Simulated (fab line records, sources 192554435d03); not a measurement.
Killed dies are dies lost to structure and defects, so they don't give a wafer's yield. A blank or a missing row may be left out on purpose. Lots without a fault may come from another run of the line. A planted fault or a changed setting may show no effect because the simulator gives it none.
fab line records | flow n5_finfet
record lots=7 wafers=21
route steps=1938 shown BEOL_M7@1270 BEOL_M8@1349 BEOL_M9@1431 BEOL_M10@1488 BEOL_M11@1575 BEOL_M12@1639
start_h: hours from the record's first day to the start of the lot's first wafer shown | wait_h: hours since the lot's step before | " the same as in the row above | L1.1+2: a row that stands for several wafers | - no value, or no start given | * or withheld: withheld | < > ~ a bound
route shown NAME@n: a module of which the file shows steps, and the number in the route of the first | usual: mean/standard deviation of fault-free wafers | same: alike in all rows | chamber/n: place in a boat | sites: the reading at each site | _std_site: their standard deviation | _edge_site: outer sites' mean less inner sites' | radius_mm: how far each site lies from the wafer's centre | mask NAME#n: copy n | behind: the tool/chamber that last shaped the wafer | hold: why the lot was held/for how many hours/how that ended | device: the transistor (n, p or np) that didn't switch | end of line: the same wafers' tests at the end of the route | a step without rows: its recipe alone | killed: dies lost to structure and defects at the first sort, not the wafer's yield | map: a wafer's dies, x killed, . not, _ none there
set.NAME: the setting as run; set.NAME@STEP: as run at that earlier step | model.NAME: the simulator's own value behind a step, which no gauge read
lots whose settings were changed on purpose; a table a step, a row a wafer
## steps
# step N5_BEOL_M7_COAT_05
# recipe resist=CAR-ArF spin_rpm=1500 resist_thk_nm=90
# columns lot.wafer tool chamber start_h wait_h set.spin_rpm model.CAR-ArF_of_BEOL_M7_COAT_05.thk_nm
L074.2 litho_track-04 0 - - 1500 89.8
L074.3 " 0 " " 1500 89.6
L074.5 " 0 " " 1500 90
L078.3 litho_track-04 0 - - 1500 89.6
L078.5+6 " 0 " " 1500 89.8
L082.3 litho_track-03 0 - - 1657 85.4
L082.5 " 0 " " 1500 90
L082.6 " 0 " " 1657 85.6
L085.1 litho_track-04 0 - - 1598 87.2
L085.2 " 0 " " 1500 89.8
L085.6 " 0 " " 1500 90
L090.2 litho_track-04 0 - - 1500 89.8
L090.4 " 0 " " 1500 90.2
L090.5 " 0 " " 1500 90.4
L091.2 litho_track-04 0 - - 1500 90
L091.3 " 0 " " 1434 92
L091.5 " 0 " " 1434 92.2
L094.3+4 litho_track-03 0 - - 1500 89.8
L094.5 " 0 " " 1500 90.2
# step N5_BEOL_M7_EBR_07
# recipe solvent=PGMEA ebr_width_mm=1.5
# step N5_BEOL_M7_SOFTBAKE_06
# recipe temp_c=110 time_s=60 resist=CAR-ArF
# step N5_BEOL_M7_EXPOSE_08
# recipe mask_id=M7 na=1.35 source_shape=dipole sigma_inner=0.817 sigma_outer=0.97 polarization=te dose_mj=68.25
# step N5_BEOL_M7_PEB_09
# recipe peb_temp_c=withheld peb_time_s=60 resist=CAR-ArF
# step N5_BEOL_M7_DEVELOP_10
# recipe develop_time_s=30 developer=TMAH resist=CAR-ArF rinse_liquid=diw dry=air_spin dev_temp_c=23
# columns lot.wafer tool chamber start_h wait_h set.spin_rpm@BEOL_M7_COAT_05 model.CAR-ArF_of_BEOL_M7_COAT_05.thk_nm
L074.2+5 litho_track-02 0 - - 1500 88.2
L074.3 " 0 " " 1500 88
L078.3+5 litho_track-02 0 - - 1500 88
L078.6 " 0 " " 1500 88.2
L082.3 litho_track-02 0 - - 1657 83.6
L082.5 " 0 " " 1500 88.2
L082.6 " 0 " " 1657 83.8
L085.1 litho_track-04 0 - - 1598 85.4
L085.2 " 0 " " 1500 88
L085.6 " 0 " " 1500 88.2
L090.2 litho_track-02 0 - - 1500 88
L090.4 " 0 " " 1500 88.4
L090.5 " 0 " " 1500 88.8
L091.2 litho_track-02 0 - - 1500 88.2
L091.3 " 0 " " 1434 90.4
L091.5 " 0 " " 1434 90.6
L094.3 litho_track-03 0 - - 1500 88
L094.4 " 0 " " 1500 88.2
L094.5 " 0 " " 1500 88.4
# step N5_BEOL_M7_DESCUM_16
# recipe chemistry=O2 time_s=7.9 source_power_w=50 bias_power_w=20 pressure_mtorr=20 rf_frequency_hz=2.712e+07 temp_c=40 resist=CAR-ArF o2_flow_sccm=225
# step N5_BEOL_M7_ETCH_61
# recipe chemistry=CF4 target=SiARC target_depth_a=455 mask_material=CAR-ArF time_s=75.8 ion_energy_ev=80 pressure_mtorr=40 source_w=545 bias_w=36 Ar_flow_sccm=100 cf4_flow_sccm=100 ends=cleared
# columns lot.wafer tool chamber start_h wait_h set.spin_rpm@BEOL_M7_COAT_05 model.CAR-ArF_of_BEOL_M7_COAT_05.thk_nm
L074.2 rie_diel-06 0 207.73 0.0 1500 50.6
L074.3 " 3 " " 1500 50.4
L074.5 " 0 " " 1500 50.8
L078.3+5 rie_diel-06 2,3 231.67 0.0 1500 50.6
L078.6 " 0 " " 1500 50.8
L082.3 rie_diel-05 0 261.18 0.0 1657 46.2
L082.5 " 1 " " 1500 50.8
L082.6 " 0 " " 1657 46.4
L085.1 rie_diel-06 1 284.25 0.0 1598 48
L085.2 " 0 " " 1500 50.4
L085.6 " 2 " " 1500 50.6
L090.2 rie_diel-02 1 307.75 0.0 1500 50.6
L090.4 " 3 " " 1500 51
L090.5 " 1 " " 1500 51.4
L091.2 rie_diel-05 2 313.08 0.0 1500 50.8
L091.3 " 1 " " 1434 52.8
L091.5 " 0 " " 1434 53
L094.3+4 rie_diel-05 3,2 329.71 0.0 1500 50.6
L094.5 " 0 " " 1500 51
# step N5_BEOL_M7_ETCH_62
# recipe chemistry=N2/H2 target=SOC target_depth_a=1100 overetch_a=220 mask_material=SiARC temp_c=40 time_s=165 ion_energy_ev=200 pressure_mtorr=30 source_w=840 bias_w=150 n2_flow_sccm=200 h2_flow_sccm=200
# columns lot.wafer tool chamber start_h wait_h set.spin_rpm@BEOL_M7_COAT_59 model.etch.depth_nm
L074.2 rie_diel-06 0 207.79 0.0 1500 99.85
L074.3 " 3 " " 1500 100.3
L074.5 " 0 " " 1399 103.4
L078.3 rie_diel-06 2 231.73 0.0 1401 104
L078.5 " 3 " " 1401 103.8
L078.6 " 0 " " 1500 100.1
L082.3 rie_diel-05 0 261.24 0.0 1367 104.6
L082.5 " 1 " " 1500 99.57
L082.6 " 0 " " 1500 99.61
L085.1 rie_diel-06 1 284.30 0.0 1500 100.2
L085.2 " 0 " " 1500 100.7
L085.6 " 2 " " 1500 100.3
L090.2 rie_diel-02 1 307.81 0.0 1365 105.2
L090.4 " 3 " " 1500 100.1
L090.5 " 1 " " 1500 100
L091.2 rie_diel-05 2 313.13 0.0 1500 99.68
L091.3 " 1 " " 1500 99.83
L091.5 " 0 " " 1500 99.67
L094.3 rie_diel-05 3 329.76 0.0 1500 100.3
L094.4 " 2 " " 1500 99.78
L094.5 " 0 " " 1500 100.5
# step N5_BEOL_M7_STRIP_68
# recipe chemistry=N2/H2 temp_c=40 n2_flow_sccm=200 h2_flow_sccm=200 rf_frequency_hz=6e+07
# step N5_BEOL_M7_STRIP_67
# recipe chemistry=CF4 resist=SiARC power_w=300 bias_power_w=75 pressure_mtorr=50 cf4_flow_sccm=150 rf_frequency_hz=6e+07
# step N5_BEOL_M7_HM_OPEN_17
# recipe chemistry=Cl2/BCl3 target_depth_a=200 overetch_a=60 target=TiN mask_material=SOC ion_energy_ev=150 pressure_mtorr=10 icp_w=1000 bias_w=126 Cl2_flow_sccm=53.25 bcl3_flow_sccm=21.75 Ar_flow_sccm=25
# columns lot.wafer tool chamber start_h wait_h set.spin_rpm@BEOL_M7_COAT_59 model.SOC_of_BEOL_M7_COAT_59.thk_nm
L074.2 rie_metal-01 1 207.97 0.0 1500 92
L074.3 " 0 " " 1500 92.4
L074.5 " 1 " " 1399 95.6
L078.3 rie_metal-02 1 231.96 0.1 1401 96
L078.5 " 1 " " 1401 95.8
L078.6 " 0 " " 1500 92.2
L082.3 rie_metal-03 0 261.46 0.1 1367 96.8
L082.5+6 " 1,0 " " 1500 91.8
L085.1 rie_metal-01 0 284.49 0.0 1500 92.2
L085.2 " 1 " " 1500 92.8
L085.6 " 0 " " 1500 92.4
L090.2 rie_metal-03 1 308.00 0.0 1365 97.4
L090.4 " 1 " " 1500 92.4
L090.5 " 1 " " 1500 92.2
L091.2+5 rie_metal-01 1,0 313.36 0.1 1500 91.8
L091.3 " 1 " " 1500 92
L094.3 rie_metal-01 0 330.01 0.1 1500 92.4
L094.4 " 0 " " 1500 91.8
L094.5 " 0 " " 1500 92.6
# step N5_BEOL_M8_ETCH_61
# recipe chemistry=CF4 target=SiARC target_depth_a=455 mask_material=CAR-ArF time_s=75.8 ion_energy_ev=80 pressure_mtorr=40 source_w=545 bias_w=36 Ar_flow_sccm=100 cf4_flow_sccm=100 ends=cleared
# usual rf_vpp_V=184.1/1.3
# columns lot.wafer tool chamber start_h wait_h set.bias_w rf_vpp_V
L074.2 rie_diel-03 1 215.27 0.0 33.78 177.5
L074.3 " 3 " " 33.78 176.5
L074.5 " 1 " " 36 185.1
L078.3 rie_diel-01 0 240.68 0.0 36 184.1
L078.5 " 2 " " 36 185.3
L078.6 " 1 " " 36 182.7
L082.3 rie_diel-03 0 271.50 0.0 36 183.9
L082.5 " 2 " " 36 184.8
L082.6 " 1 " " 36 184.1
L085.1 rie_diel-03 3 294.09 0.0 40.06 195.3
L085.2 " 0 " " 40.06 196.4
L085.6 " 3 " " 36 184.1
L090.2 rie_diel-03 2 317.06 0.0 36 184.6
L090.4 " 0 " " 36 182.6
L090.5 " 3 " " 36 181.3
L091.2 rie_diel-04 1 322.72 0.0 36 185.5
L091.3 " 0 " " 36 182.5
L091.5 " 3 " " 34.18 179.6
L094.3 rie_diel-04 1 336.72 0.0 36 184.7
L094.4 " 0 " " 36 183.2
L094.5 " 1 " " 36 185.9
# step N5_BEOL_M8_ETCH_65
# recipe chemistry=CF4 target=SiARC target_depth_a=156 mask_material=CAR-EUV time_s=26 ion_energy_ev=80 pressure_mtorr=40 source_w=545 bias_w=36 Ar_flow_sccm=100 cf4_flow_sccm=100 ends=cleared
# usual etch_rf_on_time_s=25.9/0.44 rf_vpp_V=183.6/1.2
# columns lot.wafer tool chamber start_h wait_h set.source_w etch_rf_on_time_s rf_vpp_V
L074.2 rie_diel-01 1 217.39 0.0 639.6 22.4 174.0
L074.3 " 3 " " 545 25.0 184.3
L074.5 " 3 " " 545 25.2 184.3
L078.3 rie_diel-01 0 243.08 0.0 503.6 28.0 188.0
L078.5 " 0 " " 545 26.4 181.5
L078.6 " 3 " " 545 25.3 181.9
L082.3 rie_diel-04 0 273.65 0.0 545 25.5 182.1
L082.5 " 1 " " 545 26.0 184.1
L082.6 " 2 " " 494.4 28.5 191.1
L085.1 rie_diel-03 3 296.58 0.0 489 28.3 189.5
L085.2 " 2 " " 489 28.6 190.6
L085.6 " 1 " " 545 25.6 182.4
L090.2 rie_diel-01 1 321.56 0.0 545 25.5 183.8
L090.4 " 2 " " 465.2 30.1 194.0
L090.5 " 1 " " 545 25.8 183.6
L091.2 rie_diel-01 2 324.83 0.0 513.7 27.7 186.6
L091.3 " 3 " " 545 25.6 183.1
L091.5 " 2 " " 513.7 27.8 187.8
L094.3 rie_diel-03 3 338.59 0.0 545 25.9 183.2
L094.4 " 2 " " 545 26.2 184.9
L094.5 " 3 " " 545 26.1 183.4
# step N5_BEOL_M9_EXPOSE_25
# recipe mask_id=V8 na=0.33 source_shape=annular sigma_inner=0.4 sigma_outer=0.8 polarization=unpolarized dose_mj=37.25
# columns lot.wafer tool chamber start_h wait_h mask set.dose_mj
L074.2+3+5 euv_scanner-02 0 225.11 - V8#0 37.25
L078.3+5+6 euv_scanner-01 0 252.52 - V8#0 37.25
L082.3 euv_scanner-01 0 281.50 - V8#0 39.12
L082.5+6 " 0 " " V8#0 37.25
L085.1+6 euv_scanner-02 0 304.00 - V8#0 37.25
L085.2 " 0 " " V8#0 38.08
L090.2+4 euv_scanner-02 0 328.26 - V8#0 37.25
L090.5 " 0 " " V8#0 36
L091.2+5 euv_scanner-01 0 334.63 - V8#0 37.25
L091.3 " 0 " " V8#0 35.6
L094.3+4+5 euv_scanner-02 0 346.35 - V8#0 37.25
# step N5_BEOL_M9_PEB_26
# recipe peb_temp_c=100 peb_time_s=60 resist=CAR-EUV
# step N5_BEOL_M9_DEVELOP_27
# recipe develop_time_s=30 developer=TMAH resist=CAR-EUV rinse_liquid=surfactant_rinse dry=air_spin dev_temp_c=23
# step N5_BEOL_M9_CD_MEAS_28
# recipe target_cd_nm=70 landing_energy_ev=500 detector=se_inlens polarity=opening
# usual cd_nm=70.05/0.24
# columns lot.wafer tool chamber start_h wait_h set.dose_mj@BEOL_M9_EXPOSE_25 cd_nm
L074.2 cd_sem-03 0 225.23 - 37.25 70.47
L074.3 " 0 " " 37.25 70.35
L074.5 " 0 " " 37.25 70.12
L078.3 cd_sem-03 0 252.64 - 37.25 70.31
L078.5 " 0 " " 37.25 69.74
L078.6 " 0 " " 37.25 70.27
L082.3 cd_sem-02 0 281.62 - 39.12 71.48
L082.5 " 0 " " 37.25 69.48
L082.6 " 0 " " 37.25 69.87
L085.1 cd_sem-02 0 304.13 - 37.25 70.02
L085.2 " 0 " " 38.08 70.56
L085.6 " 0 " " 37.25 69.98
L090.2 cd_sem-03 0 328.38 - 37.25 69.97
L090.4 " 0 " " 37.25 69.95
L090.5 " 0 " " 36 69.10
L091.2 cd_sem-03 0 334.76 - 37.25 69.52
L091.3 " 0 " " 35.6 69.21
L091.5 " 0 " " 37.25 70.35
L094.3 cd_sem-03 0 346.47 - 37.25 70.18
L094.4 " 0 " " 37.25 70.37
L094.5 " 0 " " 37.25 70.39
# step N5_BEOL_M10_ETCH_62
# recipe chemistry=N2/H2 target=SOC target_depth_a=1100 overetch_a=220 mask_material=SiARC temp_c=40 time_s=165 ion_energy_ev=200 pressure_mtorr=30 source_w=840 bias_w=150 n2_flow_sccm=200 h2_flow_sccm=200
# columns lot.wafer tool chamber start_h wait_h set.time_s model.SiARC_of_BEOL_M10_COAT_60.thk_nm
L074.2+3 rie_diel-04 2,1 231.95 0.0 165 23.6
L074.5 " 3 " " 141.7 24.4
L078.3+5 rie_diel-04 0 260.27 0.0 165 23.4
L078.6 " 3 " " 165 23.6
L082.3 rie_diel-04 3 287.78 0.0 165 23.6
L082.5+6 " 0,1 " " 165 23.4
L085.1 rie_diel-01 0 311.27 0.0 165 23.4
L085.2 " 1 " " 200.5 21.8
L085.6 " 3 " " 200.5 22
L090.2+5 rie_diel-03 2 335.46 0.0 165 23.6
L090.4 " 3 " " 137.6 24.6
L091.2 rie_diel-03 3 340.60 0.0 139.5 24.6
L091.3 " 2 " " 139.5 24.4
L091.5 " 2 " " 165 23.6
L094.3+4 rie_diel-03 2 351.84 0.0 165 23.6
L094.5 " 1 " " 165 23.4
# step N5_BEOL_M11_VIA_ETCH_34
# recipe chemistry=C4F6/O2 target=SiCOH_lowk target_depth_a=1845 mask_material=SOC taper_deg=4 time_s=69.2 ion_energy_ev=250 pressure_mtorr=30 source_w=345 bias_w=185 Ar_flow_sccm=300 C4F6_flow_sccm=10 O2_flow_sccm=10
# columns lot.wafer tool chamber start_h wait_h set.time_s model.etch.depth_nm
L074.2 rie_diel-06 0 243.28 0.0 69.2 181.6
L074.3 " 1 " " 57.84 155.4
L074.5 " 1 " " 57.84 155.9
L078.3 rie_diel-06 0 270.72 0.0 69.2 183.9
L078.5 " 1 " " 64.9 175.8
L078.6 " 2 " " 64.9 170.8
L082.3 rie_diel-02 1 297.44 0.0 69.2 184.2
L082.5 " 2 " " 69.2 184
L082.6 " 3 " " 69.2 180.4
L085.1 rie_diel-05 3 323.47 0.0 69.2 185.9
L085.2 " 1 " " 69.2 186.9
L085.6 " 1 " " 69.2 185.4
L090.2 rie_diel-05 3 347.27 0.0 57.1 154.8
L090.4 " 0 " " 57.1 153.9
L090.5 " 1 " " 69.2 187.1
L091.2 rie_diel-06 1 350.59 0.0 69.2 186.4
L091.3 " 2 " " 69.2 181.9
L091.5 " 1 " " 69.2 188.7
L094.3 rie_diel-02 3 359.73 0.0 69.2 182.6
L094.4 " 3 " " 69.2 182.8
L094.5 " 0 " " 69.2 187.8
# step N5_BEOL_M12_TRENCH_ETCH_34
# recipe chemistry=C4F8/O2/Ar target=SiOC target_depth_a=3189.5 mask_material=SOC pressure_mtorr=30 source_w=3000 bias_w=700 Ar_flow_sccm=400 C4F8_flow_sccm=15 O2_flow_sccm=8 he_inner_torr=15 he_outer_torr=30 time_s=125.5 ion_energy_ev=250
# columns lot.wafer tool chamber start_h wait_h set.time_s model.etch.depth_nm
L074.2 rie_diel-01 3 251.86 0.0 108.1 278.9
L074.3 " 2 " " 108.1 272.8
L074.5 " 3 " " 108.1 274.8
L078.3 rie_diel-03 1 275.24 0.0 125.5 322.3
L078.5 " 0 " " 125.5 324.2
L078.6 " 1 " " 103.9 266.2
L082.3 rie_diel-03 2 307.51 0.0 136 337.8
L082.5 " 0 " " 125.5 321.7
L082.6 " 3 " " 136 337.4
L085.1 rie_diel-04 3 328.88 0.0 125.5 314.7
L085.2 " 1 " " 125.5 317.3
L085.6 " 3 " " 125.5 316
L090.2 rie_diel-01 3 353.45 0.0 125.5 320.6
L090.4 " 1 " " 125.5 322.7
L090.5 " 3 " " 125.5 320.5
L091.2 rie_diel-01 3 356.21 0.0 125.5 318.8
L091.3 " 1 " " 125.5 323.4
L091.5 " 0 " " 125.5 313.1
L094.3 rie_diel-04 3 365.45 0.0 125.5 318.4
L094.4 " 3 " " 125.5 314.6
L094.5 " 0 " " 125.5 321.4
# step N5_BEOL_M12_STRIP_70
# recipe chemistry=C4F8/O2/Ar resist=SiARC rf_frequency_hz=6e+07
# step N5_BEOL_M12_OCD_MEAS_35
# usual trench_depth_nm=318/4.1
# columns lot.wafer tool chamber start_h wait_h set.time_s@BEOL_M12_TRENCH_ETCH_34 trench_depth_nm
L074.2 ocd-01 - 252.02 0.0 108.1 279
L074.3 " - " " 108.1 273
L074.5 " - " " 108.1 275
L078.3 ocd-02 - 275.40 0.0 125.5 322
L078.5 " - " " 125.5 325
L078.6 " - " " 103.9 266
L082.3 ocd-02 - 307.67 0.0 136 338
L082.5 " - " " 125.5 322
L082.6 " - " " 136 337
L085.1 ocd-01 - 329.04 0.0 125.5 315
L085.2 " - " " 125.5 317
L085.6 " - " " 125.5 316
L090.2 ocd-01 - 353.60 0.0 125.5 321
L090.4 " - " " 125.5 322
L090.5 " - " " 125.5 321
L091.2 ocd-02 - 356.37 0.0 125.5 319
L091.3 " - " " 125.5 323
L091.5 " - " " 125.5 314
L094.3 ocd-02 - 365.61 0.0 125.5 318
L094.4 " - " " 125.5 314
L094.5 " - " " 125.5 322
## key
split step=N5_BEOL_M7_COAT_05 setting=spin_rpm stated=1500 by=wafer
response step=N5_BEOL_M7_COAT_05 reading=model.CAR-ArF_of_BEOL_M7_COAT_05.thk_nm change=-0.431 per=1% r=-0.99
response step=N5_BEOL_M7_DEVELOP_10 reading=model.CAR-ArF_of_BEOL_M7_COAT_05.thk_nm change=-0.436 per=1% r=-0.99
response step=N5_BEOL_M7_ETCH_61 reading=model.CAR-ArF_of_BEOL_M7_COAT_05.thk_nm change=-0.424 per=1% r=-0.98
split step=N5_BEOL_M8_ETCH_61 setting=bias_w stated=36 by=wafer
response step=N5_BEOL_M8_ETCH_61 reading=rf_vpp_V change=+1.07 per=1% r=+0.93
split step=N5_BEOL_M8_ETCH_65 setting=source_w stated=545 by=wafer
response step=N5_BEOL_M8_ETCH_65 reading=etch_rf_on_time_s shape=bent at_lowest=* at_stated=* at_highest=*
response step=N5_BEOL_M8_ETCH_65 reading=rf_vpp_V change=-0.695 per=1% r=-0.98
split step=N5_BEOL_M9_EXPOSE_25 setting=dose_mj stated=37.25 by=wafer
response step=N5_BEOL_M9_CD_MEAS_28 reading=cd_nm change=+0.268 per=1% r=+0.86
split step=N5_BEOL_M10_ETCH_62 setting=time_s stated=165 by=wafer
response step=N5_BEOL_M10_ETCH_62 reading=model.SiARC_of_BEOL_M10_COAT_60.thk_nm change=-0.0629 per=1% r=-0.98
split step=N5_BEOL_M11_VIA_ETCH_34 setting=time_s stated=69.2 by=wafer
response step=N5_BEOL_M11_VIA_ETCH_34 reading=model.etch.depth_nm change=+1.73 per=1% r=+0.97
split step=N5_BEOL_M12_TRENCH_ETCH_34 setting=time_s stated=125.5 by=wafer
response step=N5_BEOL_M12_TRENCH_ETCH_34 reading=model.etch.depth_nm change=+3.04 per=1% r=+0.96
response step=N5_BEOL_M12_OCD_MEAS_35 reading=trench_depth_nm change=+3.06 per=1% r=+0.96
split outside_this_file step=N5_BEOL_M7_COAT_59 setting=spin_rpm
# split outside_this_file: this setting was split too, and the file shows its column; the key of that split is in another file
